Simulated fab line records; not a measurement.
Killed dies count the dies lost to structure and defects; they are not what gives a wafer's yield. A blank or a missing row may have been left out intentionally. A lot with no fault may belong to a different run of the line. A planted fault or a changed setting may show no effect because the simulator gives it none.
fab line records	flow n5Finfet
record: lots: 10	wafers: 30	lastDay: 16
route steps=1938 shown BEOL_M12@1650 BEOL_M13@1673 PASSIVATION@1936
lots with no fault: from the same line, run without faults
startH: the number of hours between the record's first day and the start of the first shown wafer of the lot	waitH: hours since the lot's step before	" the same as in the row above	L1.1+2: several wafers, shown together as one row	- either no value or no given start	* or withheld: withheld	< > ~ a bound
route shown NAME@n: names a module that has steps shown in the file, with the first one's number in the route	usual: mean/standard deviation of fault-free wafers	same: alike in all rows	chamber/n: place in a boat	sites: readings site by site	_std_site: standard deviation of those values	_edge_site: inner sites' mean taken away from outer sites' mean	radiusMm: for every site, how far away it sits from the centre of the wafer	mask NAME#n: copy n	behind: the tool/chamber that last shaped the wafer	hold: why the lot was held/for how many hours/how that ended	device: names the non-switching transistor (n, p or np)	end of line: tests run on the same wafers once the route is complete	a step given without rows: its recipe and nothing more	killed: dies that structure and defects cost at the first sort, which is not the same as the wafer's yield	map: shows each die of a wafer: x if killed, . if not, _ if none is there
set.NAME: the setting that was run; set.NAME@STEP: the one run at that earlier step	model.NAME: the simulator's own value behind a step, which no gauge read
the route's steps for a sample of lots (tables are steps, rows are wafers)
services: from which hour (startH, from the record's first day; less than 0 if before it) a tool's chamber was out of use, for how many hours, and why
== steps ==
step: N5_BEOL_M12_SPUTTER_45
recipe: material: Cu	targetThkA: 800	tempC: -20	biasV: 60	powerW: 26000	chamberPressurePa: 0.13	timeS: 13.33
usual: chamberPressurePa: 0.13001/0.00025	throttleValvePct: 29.8/0.77
lot.wafer	tool	chamber	startH	waitH	chamberPressurePa	throttleValvePct
L102.3	pvdSputter-02	-	222.24	0.0	0.12999	30.7
L102.4	"	-	"	"	0.13055	29.6
L102.5	"	-	"	"	0.1302	29.3
L105.1	pvdSputter-02	-	247.01	0.0	0.13015	30.6
L105.3	"	-	"	"	0.13027	29.6
L105.6	"	-	"	"	0.13041	30.7
L107.3	pvdSputter-01	-	255.05	0.0	0.12996	29.1
L107.4	"	-	"	"	0.12996	29.8
L107.5	"	-	"	"	0.13037	29.7
L109.2	pvdSputter-02	-	274.31	0.0	0.12999	28.8
L109.3	"	-	"	"	0.12979	29.7
L109.4	"	-	"	"	0.13006	30.5
L110.2	pvdSputter-01	-	284.12	0.0	0.12989	28.7
L110.3	"	-	"	"	0.13026	29.8
L110.6	"	-	"	"	0.13023	28.7
L113.2	pvdSputter-02	-	292.07	0.0	0.1303	29.7
L113.3	"	-	"	"	0.12975	28.6
L113.6	"	-	"	"	0.12975	30.1
L111.1	pvdSputter-02	-	299.69	0.0	0.12983	28.5
L111.4	"	-	"	"	0.13004	30.5
L111.5	"	-	"	"	0.12923	28.5
L114.1	pvdSputter-03	-	313.50	0.0	0.13048	30.7
L114.3	"	-	"	"	0.13006	29.5
L114.4	"	-	"	"	0.13022	31.0
L116.1	pvdSputter-01	-	318.78	0.0	0.13003	29.1
L116.4	"	-	"	"	0.12987	29.7
L116.5	"	-	"	"	0.13013	29.0
L123.1	pvdSputter-01	-	359.70	0.0	0.13031	29.1
L123.2	"	-	"	"	0.13005	29.0
L123.4	"	-	"	"	0.12998	29.7
step: N5_BEOL_M12_CMP_49
recipe: stopOn: SiOC	tOverpolishS: 20.6	downForcePsi: 1	platenRpm: 50	clearingPlatenDownForcePsi: 1.5	clearingPlatenRpm: 50	postCmpClean: cuAlkaline	targetThkNm: 320	clearingPlatenPadVelocityMS: 0.99484	padVelocityMS: 0.99484
usual: barrierFieldEndpointS: 30.2/1.1	motorCurrentA: 6.2/0.66	overpolishRunS: 20.600/0.0087
lot.wafer	tool	chamber	startH	waitH	barrierFieldEndpointS	motorCurrentA	overpolishRunS
L102.4	cmp-04	1	222.89	0.2	29.9	5.0	20.610
L102.3	"	2	"	"	30.3	6.7	20.611
L102.5	"	0	"	"	31.3	6.8	20.611
L105.1	cmp-04	3	247.64	0.3	29.1	5.6	20.604
L105.3	"	1	"	"	30.6	5.0	20.604
L105.6	"	3	"	"	29.9	5.7	20.596
L107.4	cmp-03	1	255.86	0.1	27.9	5.5	20.602
L107.3	"	0	"	"	28.9	5.6	20.595
L107.5	"	2	"	"	26.7	5.8	20.610
L109.4	cmp-04	3	274.87	0.1	29.3	5.4	20.582
L109.3	"	0	"	"	32.1	6.7	20.604
L109.2	"	1	"	"	29.8	5.4	20.604
L110.2	cmp-01	2	285.53	0.3	30.8	6.6	20.608
L110.3	"	0	"	"	29.9	6.0	20.603
L110.6	"	1	"	"	29.5	6.6	20.596
L113.2	cmp-03	0	292.67	0.2	29.5	5.7	20.590
L113.3	"	1	"	"	29.4	5.4	20.591
L113.6	"	3	"	"	29.5	7.5	20.602
L111.4	cmp-01	2	300.29	0.2	29.6	6.8	20.602
L111.1	"	3	"	"	31.6	6.2	20.610
L111.5	"	1	"	"	30.0	6.5	20.616
L114.4	cmp-01	1	314.26	0.1	29.9	6.7	20.602
L114.3	"	2	"	"	29.8	7.0	20.599
L114.1	"	0	"	"	30.9	6.1	20.608
L116.1	cmp-04	1	319.42	0.3	31.4	5.1	20.601
L116.4	"	2	"	"	31.8	6.7	20.589
L116.5	"	3	"	"	30.3	5.3	20.614
L123.4	cmp-04	0	360.30	0.2	29.9	6.9	20.618
L123.2	"	1	"	"	29.2	5.0	20.598
L123.1	"	2	"	"	31.1	6.7	20.615
step: N5_BEOL_M13_ETCH_59
recipe: chemistry: N2/H2	target: BARC	targetDepthA: 890	overetchA: 267	timeS: 67.9	ionEnergyEv: 200	pressureMtorr: 30	sourceW: 840	biasW: 150	n2FlowSccm: 200	h2FlowSccm: 200
usual: drypumpMotorCurrentA: 5.7/0.3	n2FlowSccm: 200.0/0.53	oesProductAu: 0.71/0.051	rfVppV: 524.6/1.8	showerheadPlenumPTorr: 2.56/0.062	throttleValvePct: 17.62/0.28
lot.wafer	tool	chamber	startH	waitH	drypumpMotorCurrentA	n2FlowSccm	oesProductAu	rfHoursCounterH	rfVppV	showerheadPlenumPTorr	throttleValvePct
L102.3	rieDiel-05	0	223.90	0.0	5.0	200.4	0.60	228	524.8	2.62	17.83
L102.4	"	3	"	"	5.8	199.7	0.76	18	525.0	2.58	17.08
L102.5	"	2	"	"	5.7	199.8	0.76	-	525.3	2.57	17.54
L105.1	rieDiel-05	3	248.70	0.0	5.8	199.7	0.75	25	526.4	2.58	17.07
L105.3	"	0	"	"	5.0	200.4	0.59	235	526.0	2.61	17.84
L105.6	"	3	"	"	5.8	200.9	0.75	-	525.7	2.57	17.09
L107.3	rieDiel-05	2	257.32	0.0	5.8	199.3	0.75	48	524.0	2.57	17.55
L107.4	"	0	"	"	5.0	199.6	0.60	238	526.9	2.61	17.85
L107.5	"	3	"	"	5.8	199.1	0.75	-	522.7	2.57	17.09
L109.2	rieDiel-01	3	276.25	0.0	6.2	200.6	0.76	31	523.7	2.50	17.61
L109.3	"	0	"	"	5.6	200.5	0.78	9	523.3	2.48	17.39
L109.4	"	1	"	"	5.7	199.8	0.70	88	527.5	2.68	18.00
L110.2	rieDiel-05	1	286.65	0.0	5.6	199.5	0.70	73	525.6	2.58	17.77
L110.3	"	2	"	"	5.7	199.8	0.74	52	525.7	2.57	17.54
L110.6	"	1	"	"	5.6	199.9	0.70	-	524.1	2.58	17.76
L113.2	rieDiel-01	2	293.70	0.0	5.8	200.5	0.71	69	522.1	2.47	17.97
L113.3	"	0	"	"	5.6	199.2	0.77	15	522.7	2.48	17.39
L113.6	"	1	"	"	5.7	201.1	0.70	-	528.1	2.68	17.99
L111.1	rieDiel-05	2	301.44	0.0	5.6	200.5	0.74	56	525.2	2.57	17.55
L111.4	"	1	"	"	5.6	201.1	0.71	77	524.8	2.57	17.78
L111.5	"	3	"	"	5.8	200.5	0.74	-	526.2	2.57	17.12
L114.1	rieDiel-05	2	315.55	0.0	5.7	199.2	0.73	61	524.7	2.57	17.57
L114.3	"	1	"	"	5.6	199.5	0.70	82	525.7	2.57	17.78
L114.4	"	0	"	"	5.0	200.3	0.58	248	525.9	2.61	17.88
L116.1	rieDiel-01	1	320.43	0.0	5.7	199.9	0.68	103	527.2	2.67	18.04
L116.4	"	3	"	"	6.2	200.3	0.74	45	523.3	2.49	17.62
L116.5	"	3	"	"	6.2	200.0	0.73	-	522.0	2.50	17.61
L123.1	rieDiel-01	0	361.44	0.0	5.6	200.5	0.74	38	521.4	2.47	17.43
L123.2	"	3	"	"	6.2	200.4	0.72	56	522.6	2.49	17.66
L123.4	"	3	"	"	6.2	199.9	0.72	-	521.3	2.49	17.67
step: N5_BEOL_M13_INSPECT_30
recipe: mode: adi	inspectInstrument: macro
usual: rawDefectCount: 1.9/1.3
lot.wafer	tool	chamber	startH	waitH	rawDefectCount
L102.3	defectInspect-01	-	224.91	0.0	1
L102.4	"	-	"	"	1
L102.5	"	-	"	"	4
L105.1	defectInspect-01	-	249.58	0.0	3
L105.3	"	-	"	"	2
L105.6	"	-	"	"	3
L107.3	defectInspect-01	-	258.32	0.0	3
L107.4	"	-	"	"	2
L107.5	"	-	"	"	3
L109.2	defectInspect-01	-	277.26	0.0	5
L109.3	"	-	"	"	3
L109.4	"	-	"	"	0
L110.2	defectInspect-01	-	287.77	0.0	2
L110.3	"	-	"	"	3
L110.6	"	-	"	"	1
L113.2	defectInspect-01	-	294.70	0.0	0
L113.3	"	-	"	"	1
L113.6	"	-	"	"	1
L111.1	defectInspect-01	-	302.44	0.0	2
L111.4	"	-	"	"	2
L111.5	"	-	"	"	0
L114.1	defectInspect-01	-	316.42	0.0	5
L114.3	"	-	"	"	0
L114.4	"	-	"	"	2
L116.1	defectInspect-01	-	321.44	0.0	3
L116.4	"	-	"	"	2
L116.5	"	-	"	"	1
L123.1	defectInspect-02	-	362.32	0.0	>300
L123.2	"	-	"	"	2
L123.4	"	-	"	"	2
step: N5_BEOL_M13_DEGAS_41
recipe: ambient: vacuum	tempC: 250	timeS: 60
usual: heaterPowerW: 332/15
lot.wafer	tool	chamber	startH	waitH	heaterPowerW
L102.3	pvdSputter-03	-	228.44	0.2	358
L102.4	"	-	"	"	317
L102.5	"	-	"	"	348
L105.1	pvdSputter-02	-	254.85	0.2	338
L105.3	"	-	"	"	349
L105.6	"	-	"	"	339
L107.3	pvdSputter-03	-	261.91	1.9	338
L107.4	"	-	"	"	325
L107.5	"	-	"	"	333
L109.2	pvdSputter-02	-	279.28	0.0	310
L109.3	"	-	"	"	333
L109.4	"	-	"	"	346
L110.2	pvdSputter-01	-	290.75	0.3	331
L110.3	"	-	"	"	322
L110.6	"	-	"	"	330
L113.2	pvdSputter-01	-	299.89	0.4	346
L113.3	"	-	"	"	327
L113.6	"	-	"	"	327
L111.1	pvdSputter-01	-	303.61	0.2	333
L111.4	"	-	"	"	322
L111.5	"	-	"	"	325
L114.1	pvdSputter-01	-	319.08	0.6	323
L114.3	"	-	"	"	346
L114.4	"	-	"	"	320
L116.1	pvdSputter-02	-	326.60	0.7	303
L116.4	"	-	"	"	346
L116.5	"	-	"	"	344
L123.1	pvdSputter-02	-	363.39	0.1	336
L123.2	"	-	"	"	356
L123.4	"	-	"	"	305
step: N5_PASSIVATION_PROBE_49
usual: defectLimitedYield: 91.4/1.4	killed_at_M0_to_M3: 34/8.9	killed_at_M4_up: 13/4.6	killedAtContacts: 12/5.5	killedAtFrontEnd: 41/11	killedAtOther: 3.1/2.9	killedDies: 102/16	killedOnRim: 13/4.2	killedOpen: 66/11	killedShort: 34/7.6	sort_bin_5_function: 5.1/0.89	sort_bin_6_memory: 3.2/0.61	sortNPass: 1078/16	sortYieldPct: 91.3/1.4
same: grossDies: 1180	killedAtBackSide: 0	sort_bin_4_leakage[%]: 0	sort_bin_8_speed[%]: 0
lot.wafer	tool	chamber	startH	waitH	defectLimitedYield[%]	killed_at_M0_to_M3	killed_at_M4_up	killedAtContacts	killedAtFrontEnd	killedAtOther	killedDies	killedOnRim	killedOpen	killedShort	sort_bin_5_function[%]	sort_bin_6_memory[%]	sortNPass	sortYieldPct[%]
L105.1	prober-02	-	281.26	0.0	90.1	30	11	13	63	0	117	12	81	34	5.2	4.2	1063	90.1
L105.3	prober-02	-	281.36	0.1	91.4	20	9	11	59	2	101	14	64	37	4.8	3.3	1079	91.4
L105.6	prober-02	-	281.51	0.3	89.7	27	27	12	53	3	122	15	79	34	6.4	3.1	1058	89.7
L107.3	prober-02	-	290.44	0.1	90.8	45	10	16	37	1	109	17	68	41	5.1	3.6	1071	90.8
L107.4	prober-02	-	290.49	0.2	91.9	35	9	19	32	1	96	9	65	29	4.6	3.2	1084	91.9
L107.5	prober-02	-	290.54	0.2	92.9	31	14	7	29	3	84	8	53	31	4.4	2.5	1096	92.9
L109.2	prober-01	-	305.85	0.1	89.2	32	11	10	67	7	127	14	75	42	5.9	3.9	1053	89.2
L109.3	prober-01	-	305.90	0.1	90.1	35	9	16	52	5	117	10	70	47	6.2	3.4	1063	90.1
L109.4	prober-01	-	305.95	0.2	90.5	28	13	18	53	0	112	15	73	38	5.4	3.7	1068	90.5
L110.2	prober-01	-	314.16	0.1	89.6	24	23	34	41	1	123	14	76	42	5.7	3.9	1057	89.6
L110.3	prober-01	-	314.21	0.1	90.7	27	9	26	45	3	110	11	76	30	5.8	3.2	1070	90.7
L110.6	prober-01	-	314.36	0.3	91.3	28	10	16	44	5	103	13	69	32	4.6	3.9	1077	91.3
L113.2	prober-01	-	326.41	0.1	93.6	23	8	9	32	3	75	14	46	29	3.6	2.4	1105	93.6
L113.3	prober-01	-	326.46	0.1	91.1	33	20	6	45	1	105	10	63	41	5.3	3.0	1075	91.1
L113.6	prober-01	-	326.61	0.3	91.3	34	12	9	44	4	103	15	71	31	5.3	2.9	1077	91.3
L111.1	prober-02	-	332.69	0.0	89.7	39	13	21	46	2	121	15	78	36	5.5	3.9	1059	89.7
L111.4	prober-02	-	332.84	0.2	89.5	37	16	15	53	3	124	16	94	27	6.1	4.2	1056	89.5
L111.5	prober-02	-	332.89	0.2	92.9	19	13	10	37	5	84	15	62	21	4.4	2.5	1096	92.9
L114.1	prober-01	-	346.62	0.0	90.0	41	20	19	34	4	118	22	82	36	5.6	3.7	1062	90.0
L114.3	prober-01	-	346.72	0.1	91.0	31	16	10	47	2	106	21	64	35	4.8	3.5	1074	91.0
L114.4	prober-01	-	346.77	0.2	91.2	27	13	13	47	4	104	14	64	40	5.3	3.3	1076	91.2
L116.1	prober-01	-	354.29	0.0	90.8	27	9	15	48	9	108	8	70	37	4.6	4.2	1072	90.8
L116.4	prober-01	-	354.44	0.2	92.5	24	10	15	35	5	89	15	59	29	4.6	2.5	1091	92.5
L116.5	prober-01	-	354.49	0.2	93.0	26	11	8	37	1	83	8	53	26	3.4	3.1	1097	93.0
L123.1	prober-02	-	391.92	0.0	88.2	44	62	4	25	4	139	24	53	37	7.0	3.2	1041	88.2
L123.2	prober-02	-	391.97	0.1	90.3	37	16	16	38	7	114	20	81	31	5.4	3.9	1066	90.3
L123.4	prober-02	-	392.07	0.2	91.4	32	10	11	48	0	101	14	60	41	5.3	2.9	1079	91.4
killed by level:class
L105.1 STI_FIN_REVEAL:geometricParticle:open=17 MOL_CONTACT_COAG:geometricParticle:open=10 BEOL_M1:geometricParticle:open=9 FIN_SAQP:geometricParticle:open=7 DUMMY_GATE:geometricParticle:open=7 BEOL_M0_SAQP:geometricParticle:short=7 GATE_CUT:geometricParticle:open=6 BEOL_M4:geometricParticle:open=6
L105.3 FIN_SAQP:geometricParticle:open=18 FIN_SAQP:geometricParticle:short=12 MOL_CONTACT_COAG:geometricParticle:open=8 STI_FIN_REVEAL:geometricParticle:open=6 DUMMY_GATE:geometricParticle:open=6 STARTING-WAFER:geometricParticle:short=6 BEOL_M3:geometricParticle:open=5 BEOL_M1:geometricParticle:open=4
L105.6 MOL_CONTACT_COAG:geometricParticle:open=11 BEOL_M4:geometricParticle:open=11 FIN_SAQP:geometricParticle:short=8 BEOL_M1:geometricParticle:open=8 HKMG_FIN:areaEtch=8 STI_FIN_REVEAL:geometricParticle:open=7 BEOL_M5:geometricParticle:open=7 DUMMY_GATE:geometricParticle:open=6
L107.3 BEOL_M1:geometricParticle:open=16 MOL_CONTACT_COAG:geometricParticle:open=13 GATE_CUT:geometricParticle:short=8 STI_FIN_REVEAL:geometricParticle:open=7 BEOL_M3:geometricParticle:open=7 FIN_SAQP:geometricParticle:open=5 FIN_SAQP:geometricParticle:short=5 BEOL_M0_SAQP:geometricParticle:short=5
L107.4 MOL_CONTACT_COAG:geometricParticle:open=16 BEOL_M3:geometricParticle:open=11 BEOL_M1:geometricParticle:open=11 BEOL_M3:geometricParticle:short=7 FIN_SAQP:geometricParticle:open=5 DUMMY_GATE:geometricParticle:open=5 STARTING-WAFER:geometricParticle:short=5 FIN_SAQP:geometricParticle:short=4
L107.5 FIN_SAQP:geometricParticle:open=6 BEOL_M2:geometricParticle:open=6 STI_FIN_REVEAL:geometricParticle:open=5 DUMMY_GATE:geometricParticle:open=5 BEOL_M0_SAQP:geometricParticle:short=5 BEOL_M1:geometricParticle:open=5 MOL_CONTACT_COAG:geometricParticle:open=4 BEOL_M3:geometricParticle:short=4
L109.2 STI_FIN_REVEAL:geometricParticle:open=15 DUMMY_GATE:geometricParticle:open=9 HKMG_FIN:areaEtch=9 MOL_CONTACT_COAG:geometricParticle:open=8 FIN_SAQP:geometricParticle:short=7 BEOL_M0_SAQP:geometricParticle:short=7 BEOL_M1:geometricParticle:open=7 FIN_SAQP:geometricParticle:open=6
L109.3 STI_FIN_REVEAL:geometricParticle:open=22 BEOL_M0_SAQP:geometricParticle:short=16 BEOL_M0_SAQP:geometricParticle:open=13 MOL_CONTACT_COAG:geometricParticle:open=12 STI_FIN_REVEAL:geometricParticle:short=5 FIN_SAQP:geometricParticle:short=4 FIN_SAQP:geometricParticle:open=4 DUMMY_GATE:geometricParticle:open=4
L109.4 FIN_SAQP:geometricParticle:short=17 MOL_CONTACT_COAG:geometricParticle:open=16 FIN_SAQP:geometricParticle:open=14 BEOL_M0_SAQP:geometricParticle:short=9 STI_FIN_REVEAL:geometricParticle:open=6 BEOL_M2:geometricParticle:open=6 BEOL_M4:geometricParticle:open=6 BEOL_M0_SAQP:geometricParticle:open=4
L110.2 MOL_CONTACT_COAG:geometricParticle:open=29 FIN_SAQP:geometricParticle:short=11 STI_FIN_REVEAL:geometricParticle:open=7 BEOL_M4:geometricParticle:open=7 BEOL_M0_SAQP:geometricParticle:open=6 GATE_CUT:geometricParticle:short=5 MOL_CONTACT_COAG:geometricParticle:short=5 BEOL_M1:geometricParticle:short=5
L110.3 MOL_CONTACT_COAG:geometricParticle:open=19 FIN_SAQP:geometricParticle:open=8 FIN_SAQP:geometricParticle:short=7 MOL_CONTACT_COAG:geometricParticle:short=7 STI_FIN_REVEAL:geometricParticle:open=6 BEOL_M3:geometricParticle:open=6 BEOL_M1:geometricParticle:open=6 BEOL_M0:geometricParticle:open=5
L110.6 MOL_CONTACT_COAG:geometricParticle:open=12 STI_FIN_REVEAL:geometricParticle:open=9 FIN_SAQP:geometricParticle:open=7 BEOL_M3:geometricParticle:open=6 GATE_CUT:geometricParticle:open=5 BEOL_M2:geometricParticle:short=5 STI_FIN_REVEAL:geometricParticle:short=4 MOL_CONTACT_COAG:geometricParticle:short=4
L113.2 STI_FIN_REVEAL:geometricParticle:open=8 FIN_SAQP:geometricParticle:short=6 BEOL_M0_SAQP:geometricParticle:short=6 BEOL_M2:geometricParticle:open=6 MOL_CONTACT_COAG:geometricParticle:open=5 FIN_SAQP:geometricParticle:open=4 MOL_CONTACT_COAG:geometricParticle:short=4 BEOL_M2:geometricParticle:short=3
L113.3 FIN_SAQP:geometricParticle:short=10 BEOL_M2:geometricParticle:open=10 BEOL_M0_SAQP:geometricParticle:short=9 BEOL_M0_SAQP:geometricParticle:open=8 STI_FIN_REVEAL:geometricParticle:open=7 GATE_CUT:geometricParticle:short=7 BEOL_M4:geometricParticle:open=6 FIN_SAQP:geometricParticle:open=4
L113.6 STI_FIN_REVEAL:geometricParticle:open=16 FIN_SAQP:geometricParticle:open=9 MOL_CONTACT_COAG:geometricParticle:open=8 BEOL_M0_SAQP:geometricParticle:short=8 BEOL_M4:geometricParticle:open=7 BEOL_M0_SAQP:geometricParticle:open=6 FIN_SAQP:geometricParticle:short=4 BEOL_M0:geometricParticle:open=4
L111.1 MOL_CONTACT_COAG:geometricParticle:open=19 FIN_SAQP:geometricParticle:open=11 BEOL_M0_SAQP:geometricParticle:short=11 BEOL_M3:geometricParticle:open=10 BEOL_M4:geometricParticle:open=8 FIN_SAQP:geometricParticle:short=7 HKMG_FIN:areaEtch=7 STI_FIN_REVEAL:geometricParticle:open=6
L111.4 STI_FIN_REVEAL:geometricParticle:open=19 BEOL_M3:geometricParticle:open=16 FIN_SAQP:geometricParticle:open=15 MOL_CONTACT_COAG:geometricParticle:open=12 FIN_SAQP:geometricParticle:short=6 BEOL_M0_SAQP:geometricParticle:open=6 BEOL_M2:geometricParticle:open=5 BEOL_M5:geometricParticle:open=4
L111.5 FIN_SAQP:geometricParticle:short=10 MOL_CONTACT_COAG:geometricParticle:open=10 FIN_SAQP:geometricParticle:open=8 BEOL_M3:geometricParticle:open=7 STI_FIN_REVEAL:geometricParticle:open=5 DUMMY_GATE:geometricParticle:open=5 BEOL_M0_SAQP:geometricParticle:open=4 BEOL_M4:geometricParticle:open=4
L114.1 BEOL_M0_SAQP:geometricParticle:open=15 MOL_CONTACT_COAG:geometricParticle:open=11 BEOL_M4:geometricParticle:open=10 FIN_SAQP:geometricParticle:open=8 MOL_CONTACT_COAG:geometricParticle:short=8 BEOL_M3:geometricParticle:open=7 BEOL_M0_SAQP:geometricParticle:short=6 FIN_SAQP:geometricParticle:short=5
L114.3 FIN_SAQP:geometricParticle:open=11 STI_FIN_REVEAL:geometricParticle:open=11 BEOL_M0_SAQP:geometricParticle:short=11 MOL_CONTACT_COAG:geometricParticle:open=8 BEOL_M0_SAQP:geometricParticle:open=7 HKMG_FIN:areaEtch=7 BEOL_M4:geometricParticle:open=6 STARTING-WAFER:geometricParticle:short=6
L114.4 FIN_SAQP:geometricParticle:short=17 FIN_SAQP:geometricParticle:open=15 MOL_CONTACT_COAG:geometricParticle:open=12 BEOL_M0_SAQP:geometricParticle:open=8 BEOL_M0:geometricParticle:open=7 STI_FIN_REVEAL:geometricParticle:open=6 BEOL_M0_SAQP:geometricParticle:short=5 BEOL_M4:geometricParticle:short=4
L116.1 FIN_SAQP:geometricParticle:short=13 FIN_SAQP:geometricParticle:open=12 MOL_CONTACT_COAG:geometricParticle:open=11 STI_FIN_REVEAL:geometricParticle:open=9 BEOL_M0_SAQP:geometricParticle:open=6 BEOL_M3:geometricParticle:open=5 GATE_CUT:geometricParticle:short=4 MOL_CONTACT_COAG:geometricParticle:short=4
L116.4 MOL_CONTACT_COAG:geometricParticle:open=11 FIN_SAQP:geometricParticle:short=7 STI_FIN_REVEAL:geometricParticle:open=6 ILD0:geometricParticle:short=5 BEOL_M0:geometricParticle:open=5 BEOL_M2:geometricParticle:open=5 BEOL_M3:geometricParticle:open=5 FIN_SAQP:geometricParticle:open=4
L116.5 STI_FIN_REVEAL:geometricParticle:open=9 MOL_CONTACT_COAG:geometricParticle:open=8 BEOL_M1:geometricParticle:open=8 FIN_SAQP:geometricParticle:open=6 BEOL_M0_SAQP:geometricParticle:open=5 BEOL_M0_SAQP:geometricParticle:short=5 BEOL_M3:geometricParticle:open=5 FIN_SAQP:geometricParticle:short=4
L123.1 BEOL_M13:unspecified=46 BEOL_M0_SAQP:geometricParticle:short=14 BEOL_M0_SAQP:geometricParticle:open=9 BEOL_M1:geometricParticle:open=9 BEOL_M4:geometricParticle:open=8 BEOL_M3:geometricParticle:open=6 ILD0:geometricParticle:short=4 ILD0:geometricParticle:open=4
L123.2 STI_FIN_REVEAL:geometricParticle:open=15 BEOL_M0_SAQP:geometricParticle:open=14 MOL_CONTACT_COAG:geometricParticle:open=14 BEOL_M4:geometricParticle:open=12 BEOL_M0_SAQP:geometricParticle:short=8 BEOL_M2:geometricParticle:open=5 FIN_SAQP:geometricParticle:short=4 STARTING-WAFER:geometricParticle:short=4
L123.4 STI_FIN_REVEAL:geometricParticle:open=9 BEOL_M0_SAQP:geometricParticle:open=9 ILD0:geometricParticle:short=8 BEOL_M0_SAQP:geometricParticle:short=7 MOL_CONTACT_COAG:geometricParticle:open=7 BEOL_M3:geometricParticle:open=7 FIN_SAQP:geometricParticle:open=6 FIN_SAQP:geometricParticle:short=5
== services ==
tool	chamber	startH	hours	kind
rieDiel-05	-	200.69	1.2	repair
cmp-03	-	201.25	0.8	repair
rieDiel-01	-	205.20	14.6	pm
cmp-01	-	210.70	7.7	pm
cmp-03	-	219.62	0.4	repair
cmp-01	-	220.48	4.0	pm
rieDiel-05	0	231.27	1.3	repair
cmp-03	-	241.11	14.1	pm
rieDiel-01	2	241.99	4.6	repair
rieDiel-05	-	266.35	15.6	pm
cmp-01	-	272.34	2.0	repair
rieDiel-01	2	279.08	5.3	repair
cmp-04	-	285.28	2.5	repair
rieDiel-05	0	301.90	5.6	repair
cmp-01	-	307.40	6.7	repair
cmp-03	-	316.07	4.0	pm
rieDiel-05	0	319.78	-	clean
rieDiel-05	0	319.78	-	consumableReplace:focusRing
rieDiel-05	0	319.78	18.1	scheduledDown
rieDiel-01	3	339.32	3.9	repair
cmp-04	-	346.21	3.6	pm
rieDiel-05	1	352.70	1.2	repair
cmp-03	-	353.00	1.2	repair
rieDiel-01	2	358.50	3.5	repair
== key ==
firstSign: step: N5_BEOL_M13_INSPECT_30	reading: rawDefectCount	direction: up	sigmas: 99+	usual: 1.9	struck: >300
effect: step: N5_PASSIVATION_PROBE_49	reading: killed_at_M4_up	direction: up	sigmas: 11	usual: 13	struck: 62
moreKillsBornAt: N5_BEOL_M13_ETCH_59@rieDiel-01: 46
metAt N5_BEOL_M13_ETCH_59
struckLots L123
struckWafers L123.1
notActingAt N5_BEOL_M12_SPUTTER_45,N5_BEOL_M12_CMP_49,N5_BEOL_M13_DEGAS_41
onsetBetween 293.70 361.44
fault: kind: chamberParticleSource	tool: rieDiel-01	chamber: 0	onsetH: 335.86	steps: N5_BEOL_M13_ETCH_59	ratePerVisitCm2: 0.60122	endH: 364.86
